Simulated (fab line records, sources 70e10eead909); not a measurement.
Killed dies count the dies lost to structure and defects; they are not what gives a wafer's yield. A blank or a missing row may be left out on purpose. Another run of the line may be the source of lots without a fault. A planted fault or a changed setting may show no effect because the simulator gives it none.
fab line records	flow nand_harc
[record] lots = 12	wafers = 36	last_day = 33
route steps=1302 shown P_ZERO_WELL@16 P_STI@89 END@1302
lots with no fault: from the same line, run without faults
start_h: start of the lot's first displayed wafer, in hours after the record's first day	wait_h: hours elapsed since this lot's preceding step	" repeats the value in the row above	L1.1+2: a row that stands for several wafers	- either no value or no given start	* or withheld: withheld	< > ~ a bound
route shown NAME@n: a module of which the file shows steps, and the number in the route of the first	usual: average and standard deviation across the fault-free wafers	same: alike in all rows	chamber/n: place in a boat	sites: the reading at each site	_std_site: the values' standard deviation	_edge_site: outer sites' mean less inner sites'	radius_mm: how far each site lies from the wafer's centre	mask NAME#n: copy n	behind: tool/chamber where the wafer was last shaped	hold: what put the lot on hold/how long, in hours/how the hold closed	device: the transistor (n, p or np) that didn't switch	end of line: tests run on the same wafers once the route is complete	a step without rows: its recipe alone	killed: not the wafer's yield, but the dies lost to structure and defects at the first sort	map: the dies of a wafer, with x for killed, . for not killed, _ for no die there
set.NAME: the run value of the setting; set.NAME@STEP: its run value at that earlier step	model.NAME: the simulator's own value behind a step, which no gauge read
steps of the route over a sample of lots; a table a step, a row a wafer
services: from which hour (start_h, from the record's first day; less than 0 if before it) a tool's chamber was out of use, for how many hours, and why
[[steps]]
[step NHARC_P_ZERO_WELL_DESCUM_13]
[recipe] time_s = 3	o2_flow_sccm = 200	ar_flow_sccm = 0	bias_power_w = 0	chemistry = O2
[usual] drypump_motor_current_A = 5.8/0.41	oes_product_au = 1.003/0.0099	rf_vpp_V = 57.7/0.89	showerhead_plenum_p_Torr = 1.91/0.068	throttle_valve_pct = 11.311/0.009
lot.wafer	tool	chamber	start_h	wait_h	drypump_motor_current_A	oes_product_au	rf_hours_counter_h	rf_vpp_V	showerhead_plenum_p_Torr	throttle_valve_pct
L287.2	rie_diel-03	3	21.41	-	5.9	0.992	21	58.0	1.81	11.314
L287.3	"	1	"	"	5.7	1.010	11	58.4	1.99	11.301
L287.6	"	2	"	"	4.9	1.020	-	57.2	1.96	11.298
L290.3	rie_diel-03	0	51.30	-	6.5	0.988	31	57.7	2.02	11.308
L290.1	"	1	"	"	5.7	0.999	22	57.1	1.98	11.321
L290.5	"	0	"	"	6.5	0.989	-	58.4	2.02	11.315
L291.2	rie_diel-03	0	61.39	-	6.5	0.979	34	56.3	2.02	11.312
L291.1	"	1	"	"	5.7	0.998	26	58.0	1.98	11.310
L291.5	"	0	"	"	6.5	0.987	-	60.4	2.02	11.293
L292.1	rie_diel-05	0	71.39	-	5.7	0.997	4	58.1	1.93	11.319
L292.4	"	2	"	"	5.4	1.002	2	59.0	1.94	11.312
L292.3	"	3	"	"	5.7	0.992	3	57.9	2.01	11.309
L293.1	rie_diel-12	3	81.39	-	6.1	0.994	43	55.6	1.83	11.315
L293.3	"	2	"	"	5.6	1.011	58	59.0	1.96	11.312
L293.5	"	3	"	"	6.1	0.995	-	56.2	1.83	11.321
L294.2	rie_diel-05	2	91.50	-	5.3	0.999	10	57.5	1.94	11.316
L294.1	"	3	"	"	5.7	1.003	8	58.0	2.00	11.324
L294.6	"	2	"	"	5.3	0.987	-	57.9	1.94	11.319
L301.3	rie_diel-12	0	161.39	-	6.2	1.013	18	57.9	1.87	11.311
L301.1	"	3	"	"	6.1	1.006	18	58.5	1.82	11.315
L301.5	"	0	"	"	6.2	1.005	-	57.7	1.87	11.306
L304.4	rie_diel-12	2	191.27	-	5.6	0.997	25	56.0	1.95	11.312
L304.2	"	1	"	"	6.2	0.992	24	57.3	1.95	11.303
L304.5	"	2	"	"	5.6	1.007	-	56.9	1.95	11.310
L306.1	rie_diel-12	0	211.50	-	6.2	1.002	35	57.0	1.86	11.325
L306.5	"	2	"	"	5.6	1.012	-	59.2	1.95	11.291
L306.6	"	3	"	"	6.1	1.006	-	58.1	1.82	11.315
L307.3	rie_diel-12	0	221.39	-	6.2	1.031	37	57.7	1.86	11.308
L307.1	"	1	"	"	6.2	0.998	31	57.0	1.95	11.327
L307.6	"	0	"	"	6.2	1.023	-	57.8	1.86	11.313
L308.1	rie_diel-03	1	231.27	-	5.7	1.010	41	58.2	1.96	11.302
L308.3	"	3	"	"	5.9	1.002	39	57.2	1.78	11.313
L308.2	"	0	"	"	6.5	1.010	38	59.5	2.00	11.300
L309.1	rie_diel-03	2	241.41	-	4.9	1.004	44	58.1	1.94	11.310
L309.2	"	3	"	"	5.9	1.005	42	58.4	1.78	11.307
L309.6	"	0	"	"	6.5	1.004	-	59.5	2.00	11.301
[step NHARC_P_ZERO_WELL_EXPOSE_21]
[recipe] na = 0.6	target_cd_nm = 720	dose_mj = 22.31	mask_id = P_NWELL
lot.wafer	tool	chamber	start_h	wait_h	mask
L287.2+3+6	krf_scanner-01	0	22.54	-	P_NWELL#0
L290.1+3+5	krf_scanner-01	0	52.32	-	P_NWELL#0
L291.1+2+5	krf_scanner-03	0	62.45	-	P_NWELL#0
L292.1+3+4	krf_scanner-03	0	72.29	-	P_NWELL#0
L293.1+3+5	krf_scanner-03	0	82.29	-	P_NWELL#0
L294.1+2+6	krf_scanner-03	0	92.53	-	P_NWELL_R1#0
L301.1+3+5	krf_scanner-01	0	162.29	-	P_NWELL#0
L304.2+4+5	krf_scanner-03	0	192.18	-	P_NWELL#0
L306.1+5+6	krf_scanner-01	0	212.50	-	P_NWELL#0
L307.1+3+6	krf_scanner-03	0	222.41	-	P_NWELL#0
L308.1+2+3	krf_scanner-03	0	232.25	-	P_NWELL#0
L309.1+2+6	krf_scanner-03	0	242.29	-	P_NWELL#0
[step NHARC_P_ZERO_WELL_CD_MEAS_24]
[recipe] target_cd_nm = 720	landing_energy_ev = 500
[usual] cd_nm = 720.1/1.8
lot.wafer	tool	chamber	start_h	wait_h	cd_nm
L287.2	cd_sem-01	0	22.70	-	718.4
L287.3	"	0	"	"	721.4
L287.6	"	0	"	"	719.4
L290.1	cd_sem-03	0	52.47	-	719.9
L290.3	"	0	"	"	718.4
L290.5	"	0	"	"	718.2
L291.1	cd_sem-02	0	62.61	-	717.8
L291.2	"	0	"	"	719.7
L291.5	"	0	"	"	718.3
L292.1	cd_sem-02	0	72.45	-	719.9
L292.3	"	0	"	"	720.5
L292.4	"	0	"	"	723.8
L293.1	cd_sem-03	0	82.45	-	722.2
L293.3	"	0	"	"	719.6
L293.5	"	0	"	"	719.9
L294.1	cd_sem-02	0	92.69	-	693.6
L294.2	"	0	"	"	698.1
L294.6	"	0	"	"	693.6
L301.1	cd_sem-02	0	162.45	-	719.5
L301.3	"	0	"	"	719.3
L301.5	"	0	"	"	716.9
L304.2	cd_sem-01	0	192.34	-	723.0
L304.4	"	0	"	"	722.9
L304.5	"	0	"	"	719.8
L306.1	cd_sem-03	0	212.65	-	716.7
L306.5	"	0	"	"	719.7
L306.6	"	0	"	"	722.6
L307.1	cd_sem-03	0	222.57	-	717.5
L307.3	"	0	"	"	719.7
L307.6	"	0	"	"	720.4
L308.1	cd_sem-01	0	232.42	-	718.4
L308.2	"	0	"	"	720.3
L308.3	"	0	"	"	715.5
L309.1	cd_sem-02	0	242.45	-	719.1
L309.2	"	0	"	"	721.3
L309.6	"	0	"	"	722.1
[step NHARC_P_ZERO_WELL_CD_MEAS_37]
[recipe] target_cd_nm = 720	landing_energy_ev = 500
[usual] cd_nm = 719.8/1.5
lot.wafer	tool	chamber	start_h	wait_h	cd_nm
L287.2	cd_sem-02	0	24.21	-	720.8
L287.3	"	0	"	"	719.3
L287.6	"	0	"	"	720.4
L290.1	cd_sem-01	0	54.11	-	718.7
L290.3	"	0	"	"	720.3
L290.5	"	0	"	"	719.1
L291.1	cd_sem-01	0	64.25	-	719.8
L291.2	"	0	"	"	718.0
L291.5	"	0	"	"	717.2
L292.1	cd_sem-01	0	73.96	-	719.5
L292.3	"	0	"	"	721.5
L292.4	"	0	"	"	721.2
L293.1	cd_sem-01	0	83.98	-	719.7
L293.3	"	0	"	"	718.9
L293.5	"	0	"	"	719.2
L294.1	cd_sem-01	0	94.36	-	721.3
L294.2	"	0	"	"	721.6
L294.6	"	0	"	"	719.2
L301.1	cd_sem-03	0	164.01	-	719.2
L301.3	"	0	"	"	720.8
L301.5	"	0	"	"	719.7
L304.2	cd_sem-02	0	193.88	-	720.5
L304.4	"	0	"	"	718.2
L304.5	"	0	"	"	718.2
L306.1	cd_sem-03	0	214.17	-	718.5
L306.5	"	0	"	"	719.0
L306.6	"	0	"	"	718.2
L307.1	cd_sem-01	0	224.09	-	719.1
L307.3	"	0	"	"	720.8
L307.6	"	0	"	"	720.5
L308.1	cd_sem-02	0	234.05	-	721.2
L308.2	"	0	"	"	716.3
L308.3	"	0	"	"	718.0
L309.1	cd_sem-03	0	244.08	-	719.7
L309.2	"	0	"	"	718.7
L309.6	"	0	"	"	719.1
[step NHARC_P_STI_ETCH_31]
[recipe] target_depth_a = 1089	time_s = 54.5	cf4_flow_sccm = 100	chf3_flow_sccm = 30	ar_flow_sccm = 0	rf_w = 500	bias_w = 200	chemistry = CF4/CHF3
[usual] drypump_motor_current_A = 5.7/0.36	oes_product_au = 0.966/0.016	rf_vpp_V = 369.8/2.2	showerhead_plenum_p_Torr = 1.55/0.059	throttle_valve_pct = 16.802/0.01
lot.wafer	tool	chamber	start_h	wait_h	drypump_motor_current_A	oes_product_au	rf_hours_counter_h	rf_vpp_V	showerhead_plenum_p_Torr	throttle_valve_pct
L287.3	rie_diel-01	2	-	-	5.5	0.955	1	372.4	1.61	16.824
L287.2	"	0	"	"	5.9	0.976	2	368.5	1.51	16.814
L287.6	"	2	"	"	5.4	0.961	-	370.9	1.61	16.798
L290.3	rie_diel-02	3	-	-	6.1	0.940	1	367.0	1.49	16.816
L290.1	"	1	"	"	5.8	0.964	1	369.7	1.59	16.806
L290.5	"	0	"	"	6.1	0.947	-	370.1	1.56	16.802
L291.1	rie_diel-02	2	-	-	5.2	0.956	1	371.3	1.57	16.819
L291.2	"	3	"	"	6.1	0.966	1	367.0	1.49	16.789
L291.5	"	1	"	"	5.8	0.961	-	371.7	1.59	16.799
L292.4	rie_diel-02	3	-	-	6.1	0.977	1	368.3	1.49	16.788
L292.1	"	0	"	"	6.1	0.966	2	372.4	1.56	16.806
L292.3	"	1	"	"	5.8	0.947	2	370.8	1.59	16.791
L293.1	rie_diel-08	0	-	-	5.2	0.983	8	374.7	1.67	16.802
L293.3	"	1	"	"	6.2	0.986	6	367.7	1.48	16.793
L293.5	"	0	"	"	5.2	0.990	-	374.8	1.67	16.821
L294.1	rie_diel-02	0	-	-	6.1	0.958	2	369.6	1.56	16.794
L294.2	"	2	"	"	5.2	0.971	2	369.3	1.57	16.816
L294.6	"	3	"	"	6.1	0.976	-	367.1	1.49	16.796
L301.3	rie_diel-02	0	-	-	6.1	0.977	5	370.8	1.56	16.798
L301.1	"	1	"	"	5.8	0.970	5	371.0	1.59	16.794
L301.5	"	1	"	"	5.8	0.984	-	370.9	1.59	16.814
L304.2	rie_diel-02	3	-	-	6.1	0.950	8	366.6	1.48	16.780
L304.4	"	1	"	"	5.8	0.963	7	372.5	1.59	16.811
L304.5	"	0	"	"	6.1	0.952	-	369.8	1.56	16.798
L306.1	rie_diel-01	2	-	-	5.4	0.948	2	370.7	1.61	16.804
L306.6	"	1	"	"	5.1	0.944	-	368.2	1.49	16.812
L306.5	"	2	"	"	5.4	0.953	-	372.0	1.61	16.823
L307.3	rie_diel-01	1	-	-	5.2	0.969	2	368.5	1.49	16.782
L307.1	"	2	"	"	5.4	0.976	2	372.8	1.61	16.814
L307.6	"	2	"	"	5.4	0.977	-	372.6	1.61	16.820
L308.2	rie_diel-01	1	-	-	5.2	0.959	3	367.5	1.49	16.802
L308.3	"	2	"	"	5.4	0.966	3	371.7	1.61	16.801
L308.1	"	3	"	"	5.8	0.946	3	372.0	1.59	16.804
L309.1	rie_diel-02	0	-	-	6.1	0.985	2	370.8	1.56	16.798
L309.2	"	1	"	"	5.8	0.958	2	371.4	1.59	16.801
L309.6	"	3	"	"	6.1	0.972	-	368.8	1.48	16.816
[step NHARC_END_SORT_01]
[recipe] temp_c = 25
[usual] killed_at_array = 65/19	killed_at_other = 0.9/1.1	killed_at_periphery = 3.5/2.3	killed_dies = 69/19	killed_open = 3.2/1.8	killed_short = 2.4/1.5
[same] gross_dies = 677
lot.wafer	tool	chamber	start_h	wait_h	killed_at_array	killed_at_other	killed_at_periphery	killed_dies	killed_open	killed_short
L294.1	prober-02	0	627.31	2.5	49	0	5	54	2	3
L294.2	prober-02	0	628.11	2.8	52	1	9	62	7	2
L294.6	prober-02	0	631.32	4.0	53	0	11	64	4	4
// killed by level:class
L294.1 A_CHANNEL_HOLE_D1:chamber_film_flake=25 A_CHANNEL_HOLE_D2:chamber_film_flake=16 P_GATE:chamber_film_flake=4 A_CONTACT:chamber_film_flake=3 A_ONON_D1:geometric_particle:open=2 P_CONTACT:geometric_particle:short=1 A_WL_FILL:geometric_particle:short=1 A_M0:geometric_particle:short=1
L294.2 A_CHANNEL_HOLE_D1:chamber_film_flake=28 A_CHANNEL_HOLE_D2:chamber_film_flake=10 A_CONTACT:chamber_film_flake=5 P_GATE:chamber_film_flake=3 P_M0:chamber_film_flake=3 P_M0:geometric_particle:open=2 A_STAIRCASE:chamber_film_flake=2 P_CONTACT:geometric_particle:open=1
L294.6 A_CHANNEL_HOLE_D1:chamber_film_flake=32 A_CHANNEL_HOLE_D2:chamber_film_flake=12 P_M0:chamber_film_flake=7 P_GATE:chamber_film_flake=2 A_STAIRCASE:chamber_film_flake=2 P_CONTACT:geometric_particle:short=1 P_M0:geometric_particle:open=1 A_CHANNEL_FILL_D1:geometric_particle:open=1
[[services]]
tool	chamber	start_h	hours	kind
krf_scanner-01	-	6.84	0.1	repair
rie_diel-12	1	10.24	6.1	repair
rie_diel-03	0	16.11	5.8	repair
rie_diel-01	-	26.80	9.0	pm
rie_diel-12	1	32.04	7.1	repair
rie_diel-03	-	39.57	0.3	repair
rie_diel-02	-	39.70	9.0	pm
krf_scanner-03	-	52.00	4.0	pm
krf_scanner-01	-	78.64	0.8	repair
rie_diel-01	2	82.55	6.8	repair
rie_diel-02	2	86.30	3.6	repair
rie_diel-12	-	93.42	9.0	pm
rie_diel-03	-	105.33	9.0	pm
rie_diel-02	1	124.25	11.6	repair
rie_diel-12	-	124.37	0.7	repair
krf_scanner-01	-	140.00	4.0	pm
rie_diel-12	-	163.55	1.8	repair
krf_scanner-03	-	166.33	1.6	repair
rie_diel-03	2	213.34	8.4	repair
rie_diel-02	-	216.70	9.0	pm
krf_scanner-03	-	224.00	4.0	pm
rie_diel-02	-	228.63	0.2	repair
rie_diel-02	-	254.42	1.1	repair
krf_scanner-03	-	258.18	1.1	repair
[[key]]
[first_sign] step = NHARC_P_ZERO_WELL_EXPOSE_21	reading = mask	direction = changed
[effect] step = NHARC_P_ZERO_WELL_CD_MEAS_24	reading = cd_nm	direction = down	sigmas = 14	usual = 720.1	struck = 695.1
met_at NHARC_P_ZERO_WELL_EXPOSE_21
struck_lots L294
tester_left_out L294
not_acting_at NHARC_P_ZERO_WELL_DESCUM_13,NHARC_P_ZERO_WELL_CD_MEAS_37,NHARC_P_STI_ETCH_31
onset_between 82.29 92.53
[fault] kind = wrong_mask	tool = any	chamber = -	onset_h = 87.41	steps = NHARC_P_ZERO_WELL_EXPOSE_21	aux_copy = P_NWELL_R1#0	cd_offset_nm = -26.947	scope = struck_lots_only
// tester_left_out: of these lots the tester's yield and bins aren't shown, on N5 and GAA mostly nor the transistor test; their killed dies are dies lost to structure and defects alone, not to doping, threshold or leakage, so they don't give the yield
